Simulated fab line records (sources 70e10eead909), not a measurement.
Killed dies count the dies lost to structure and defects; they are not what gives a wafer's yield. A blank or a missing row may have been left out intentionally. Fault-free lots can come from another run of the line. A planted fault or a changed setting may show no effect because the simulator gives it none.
8D (eight disciplines) problem report, filled in by code -- flow nand-harc -- the parts of the form that need people (team, actions taken, sign-off) are left out

## 1. THE ISSUE
sort_bin_4_pct at NHARC_END_SORT_01 reads a mean of 25.2 % on 2 wafers of 2 lots; wafers without a fault read 4.9 % with a standard deviation of 1.8. Measured from the usual mean, that is +11 standard deviations.
First observed at day 29 05:02: wafer L774.1, on prober-02. At this step, 39 wafers from 13 lots have a number in the record. Rule for "out" (also "out of limits"): further than 4 standard deviations from the usual mean. Any other wafer with a number is counted as sound.

## 2. WHAT IT IS, AND WHAT IT ISN'T
question,is,is not
which readings at this step,"sort_bin_4_pct, defect-limited-yield, killed-at-array, killed-dies, sort_bin_2_pct, sort_bin_3_pct, sort-n-pass, sort-rim-yield-pct, sort-yield-pct","killed-at-other, killed-at-periphery, killed-open, killed-short"
which lots,"L774, L775","L764, L766, L768, L769, L772, L782, L783, L784, L785, L786, L787"
which wafers of those lots,"L774.1, L775.5","L774.3, L774.6, L775.1, L775.2"
read on which gauges,"prober-01, prober-02",-
when,from day 29 05:02,"up to then (15 sound wafers); but 22 sound wafers of L774, L775, L782, L783, L784, L785, L786, L787 came after"

## 3. WHAT RULES OUT EACH SUSPECT
Counting: any tool at a process step up to the reading remains a suspect provided it ran every lot that is out. Sound lots after the first of them don't rule it out here, since some wafers of a struck lot are sound.
- the gauge at NHARC_END_SORT_01 is ruled out. Those wafers that are out were read across 2 gauges (prober-01, prober-02).
- cmp-04 at NHARC_A_BONDPAD_CMP_29 (polishes SiCN, target thk 200 nm): kept. It processed each lot that is out (first: L774, day 27 17:10); up to then, its last sound lot is L772 (day 27 05:39).
- pvd-sputter-02 at NHARC_THIN_TSV_PVD_19 (deposits TaN, target thk 20 nm): kept. It processed each lot that is out (first: L774, day 28 15:22); up to then, its last sound lot is L769 (day 25 17:20). NHARC_THIN_TSV_PVD_19 gives no start for some lots, so the hours and the order of its lots are those of NHARC_THIN_TSV_PRE_CLEAN_54.
- Within cmp-04 at NHARC_A_BONDPAD_CMP_29: the wafers that are out ran in chamber 2; their sound lot-mates ran in chambers 0, 1, 3.
Remaining after the count are cmp-04 at NHARC_A_BONDPAD_CMP_29 and pvd-sputter-02 at NHARC_THIN_TSV_PVD_19.

## 4. THE CAUSE (what the simulator had put in)
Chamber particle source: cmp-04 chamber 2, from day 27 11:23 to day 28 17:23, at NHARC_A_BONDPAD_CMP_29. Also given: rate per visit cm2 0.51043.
Of the 2 suspects that counting leaves, this tool is one.

## 5. THE CHAIN OF EFFECTS, in route order
Each row: a reading where the mean over the struck wafers with a number is more than 3 standard deviations away from the usual. Readings are gone through only where the record gives a usual standard deviation; hours: the median, over the lots, of the time from a lot's start at the first step in this table giving one to that lot's start at this step; sigmas: the change measured in usual standard deviations.
hours,step,reading,usual,on struck wafers,change,sigmas
0,NHARC_END_SORT_01,defect-limited-yield,91 %,57,-34,-11
0,NHARC_END_SORT_01,killed-at-array,53,292,+238,+11
0,NHARC_END_SORT_01,killed-dies,58,294,+236,+11
0,NHARC_END_SORT_01,sort_bin_2_pct,3.0 %,14.7,+11.7,+9.0
0,NHARC_END_SORT_01,sort_bin_3_pct,0.6 %,3.4,+2.8,+7.2
0,NHARC_END_SORT_01,sort_bin_4_pct,4.9 %,25.2,+20.4,+11
0,NHARC_END_SORT_01,sort-n-pass,619,384,-236,-11
0,NHARC_END_SORT_01,sort-rim-yield-pct,88 %,52,-36,-6.7
0,NHARC_END_SORT_01,sort-yield-pct,91 %,57,-34,-11

## 6. HOW IT WOULD HAVE BEEN CAUGHT EARLIER
In this record the first reading out of limits at a measuring or inspecting step was taken at day 29 05:02, 42 hours after the fault began at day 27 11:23.
An alarm limit of 4 standard deviations would not have fired on the tool readings at NHARC_A_BONDPAD_CMP_29 for which the record gives a usual standard deviation, since none of them was out on any struck wafer.
All the lots that are out (2) had begun NHARC_A_BONDPAD_CMP_29 on cmp-04 by day 29 05:02. Holding the tool at that point would not have protected any of them.
